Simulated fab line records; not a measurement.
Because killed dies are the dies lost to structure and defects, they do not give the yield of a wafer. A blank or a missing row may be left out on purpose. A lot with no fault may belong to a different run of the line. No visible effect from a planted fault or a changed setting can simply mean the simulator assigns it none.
Which tool was responsible? + flow nand harc + 12 lots with 36 wafers sampled at 3 steps, on a route of 1302 steps

## WHAT THE GAUGES SHOWED, per wafer
NHARC_P_M1_CD_MEAS_16.
| lot  | measured     | on        | cd nm (nm)        |
|------|--------------|-----------|-------------------|
| L075 | day 6 16:50  | cd sem-01 | 130.2 129.4 128.7 |
| L077 | day 7 11:59  | cd sem-02 | 129.5 130.0 130.9 |
| L079 | day 8 14:43  | cd sem-02 | 130.7 128.9 130.0 |
| L081 | day 9 05:01  | cd sem-01 | 129.4 129.3 131.3 |
| L083 | day 10 06:52 | cd sem-03 | 129.4 127.9 130.2 |
| L084 | day 10 22:58 | cd sem-01 | 129.8 130.0 131.2 |
| L087 | day 11 14:50 | cd sem-02 | 130.8 130.1 131.2 |
| L089 | day 12 12:58 | cd sem-03 | 130.9 129.7 129.8 |
| L091 | day 13 12:14 | cd sem-03 | 129.5 131.0 129.5 |
| L093 | day 14 03:38 | cd sem-03 | 128.2 129.6 128.0 |
| L094 | day 15 02:02 | cd sem-01 | 129.8 130.9 130.5 |
| L097 | day 16 04:59 | cd sem-02 | 130.5 130.3 131.5 |

## WHICH TOOL RAN EACH LOT (tool, then ch and the chambers of the sampled wafers, then the start)
| lot  | NHARC_P_M0_STRIP_18                | NHARC_P_M1_ETCH_15                            |
|------|------------------------------------|-----------------------------------------------|
| L075 | rie diel-04 ch 0,1,3, day 6 12:43  | rie diel-10 ch 2,3, day 6 16:50 or earlier    |
| L077 | rie diel-04 ch 0,2, day 7 08:03    | rie diel-07 ch 2,3, day 7 11:59 or earlier    |
| L079 | rie diel-11 ch 0,1,2, day 8 10:55  | rie diel-07 ch 0,1, day 8 14:43 or earlier    |
| L081 | rie diel-02 ch 0,2,3, day 9 01:06  | rie diel-07 ch 0,2,3, day 9 05:01 or earlier  |
| L083 | rie diel-04 ch 1,3, day 10 02:53   | rie diel-10 ch 0,1,3, day 10 06:52 or earlier |
| L084 | rie diel-04 ch 0,2,3, day 10 18:56 | rie diel-07 ch 0,2,3, day 10 22:58 or earlier |
| L087 | rie diel-02 ch 1,3, day 11 10:46   | rie diel-10 ch 2,3, day 11 14:50 or earlier   |
| L089 | rie diel-11 ch 1,2, day 12 08:59   | rie diel-10 ch 1,2, day 12 12:58 or earlier   |
| L091 | rie diel-02 ch 0,3, day 13 08:11   | rie diel-13 ch 0,3, day 13 12:14 or earlier   |
| L093 | rie diel-04 ch 0,1,2, day 13 23:47 | rie diel-10 ch 0,2,3, day 14 03:38 or earlier |
| L094 | rie diel-02 ch 0,1,2, day 14 22:10 | rie diel-10 ch 1,2,3, day 15 02:02 or earlier |
| L097 | rie diel-02 ch 2,3, day 16 01:07   | rie diel-10 ch 0,1,3, day 16 04:59 or earlier |
- NHARC_P_M0_STRIP_18: strips in N2/H2.
- NHARC_P_M1_ETCH_15: etches the open film in C4F8/Ar, target depth 182.5 nm, time 91.2 s.

## THE ANSWER, worked out from the rows above alone
Rule: what is usual is taken from the lots themselves. Put in order of their means at a reading, lots are off if they are a third of the lots or fewer, leave a main group of 4 or more, and stand apart from it by a gap of 3 or more times the standard deviation of the main group's means; of several such gaps the widest counts. If all means in a main group match to the digits the tables above print for the reading, that group is not used. A lot without any number at a reading at which 4 lots or more have one is off too. Where the step has rows for the other lots, those lots are counted as sound.
Across all readings shown, no lot is off: no conclusion can be drawn from this.

## WHAT HAD BEEN PUT IN BY THE SIMULATOR
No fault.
